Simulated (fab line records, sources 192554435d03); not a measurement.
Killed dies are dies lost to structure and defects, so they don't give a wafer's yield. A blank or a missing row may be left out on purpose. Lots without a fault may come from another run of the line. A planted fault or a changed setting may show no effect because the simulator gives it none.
Chamber matching | flow n5_finfet | N5_BEOL_M2_ILD_DEP_00 on pecvd-04: 3 sister chambers
The step deposits SiOC from DEMS/O2, target thk 79 nm, time 15.3 s. 14 wafers are shown with their chamber, then 7 later ones without.

WAFERS WITH THEIR CHAMBER
wafer  | chamber | showerhead_vpp_V (V) | heater_power_w (W) | throttle_valve_pct (%)
L078.1 | 2       | 1456                 | 438                | 12.0
L078.2 | 1       | 1608                 | 600                | 12.4
L078.4 | 1       | 1591                 | 595                | 12.2
L084.1 | 2       | 1452                 | 383                | 12.2
L084.2 | 0       | 1361                 | 463                | 11.7
L084.4 | 2       | 1467                 | 402                | 12.1
L090.3 | 2       | 1461                 | 412                | 12.1
L090.5 | 1       | 1568                 | 575                | 12.2
L090.6 | 2       | 1466                 | 419                | 12.3
L091.1 | 1       | 1588                 | 637                | 12.2
L091.4 | 2       | 1442                 | 459                | 12.2
L091.5 | 1       | 1618                 | 655                | 12.2
L092.1 | 0       | 1359                 | 477                | 11.4
L092.3 | 2       | 1449                 | 419                | 12.3

SIGNATURES (means of the wafers above)
reading            | chamber 0 | chamber 1 | chamber 2 | scatter within a chamber
showerhead_vpp_V   | 1360.00   | 1594.60   | 1456.14   | 13.5
heater_power_w     | 470.00    | 612.40    | 418.86    | 26.9
throttle_valve_pct | 11.550    | 12.240    | 12.171    | 0.117
Rule: a wafer's distance from a chamber is the root of the sum, over the readings, of the square of ((its reading less the chamber's mean) divided by the reading's scatter). The wafer belongs to the nearest chamber; if the next one is less than 2 further off, it can't be placed. The scatter: the root of (the sum of the squares of (reading less its chamber's mean) over the shown wafers, divided by (wafers less chambers)).

WAFERS WITHOUT THEIR CHAMBER
wafer  | showerhead_vpp_V (V) | heater_power_w (W) | throttle_valve_pct (%)
L092.6 | 1368                 | 480                | 11.8
L093.2 | 1346                 | 405                | 11.8
L093.4 | 1446                 | 363                | 12.2
L093.6 | 1350                 | 399                | 11.8
L095.1 | 1455                 | 367                | 12.3
L095.5 | 1581                 | 592                | 12.4
L095.6 | 1386                 | 486                | 11.7

WHICH CHAMBER EACH WENT THROUGH
wafer  | from the rows above | in truth
L092.6 | 0                   | 0
L093.2 | 0                   | 0
L093.4 | 2                   | 2
L093.6 | 0                   | 0
L095.1 | 2                   | 2
L095.5 | 1                   | 1
L095.6 | 0                   | 0
Placed correctly: 7 of 7. Can't be placed from these rows: 0. Placed wrongly: 0.
